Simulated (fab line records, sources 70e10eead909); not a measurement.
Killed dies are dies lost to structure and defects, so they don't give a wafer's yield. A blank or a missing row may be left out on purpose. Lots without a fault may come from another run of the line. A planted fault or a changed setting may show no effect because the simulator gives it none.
Chamber matching | flow nand_harc | NHARC_P_CONTACT_DESCUM_17 on rie_diel-08: 4 sister chambers
The step chemistry O2, time 3 s. 4 wafers are shown with their chamber, then 12 later ones without.

WAFERS WITH THEIR CHAMBER
wafer  | chamber | drypump_motor_current_A (A)
L086.1 | 1       | 5.7
L091.1 | 3       | 5.5
L091.4 | 0       | 5.8
L091.6 | 2       | 5.3

WAFERS WITHOUT THEIR CHAMBER
wafer  | drypump_motor_current_A (A)
L092.2 | 5.7
L092.3 | 5.5
L092.5 | 5.7
L094.1 | 5.7
L094.3 | 5.2
L094.5 | 5.3
L096.1 | 5.7
L096.4 | 5.3
L096.5 | 5.7
L097.2 | 5.3
L097.3 | 5.7
L097.6 | 5.7

WHICH CHAMBER EACH WENT THROUGH
wafer  | from the rows above | in truth
L092.2 | 1                   | 1
L092.3 | 3                   | 3
L092.5 | 1                   | 1
L094.1 | 1                   | 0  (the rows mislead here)
L094.3 | 2                   | 2
L094.5 | 2                   | 2
L096.1 | 1                   | 1
L096.4 | 2                   | 2
L096.5 | 1                   | 1
L097.2 | 2                   | 2
L097.3 | 1                   | 1
L097.6 | 1                   | 1
Placed correctly: 11 of 12. Can't be placed from these rows: 0. Placed wrongly: 1.
How it was worked out, from the rows above alone: a wafer's distance from a chamber is the root of the sum, over the readings, of the square of ((its reading less the chamber's mean) divided by the reading's scatter). The wafer belongs to the nearest chamber; if the next one is less than 2 further off, it can't be placed. A chamber's mean is the mean of its shown wafers. The scatter: with one shown wafer a chamber, the root of the mean of the squares of how far each hidden wafer lies from its nearest shown one.
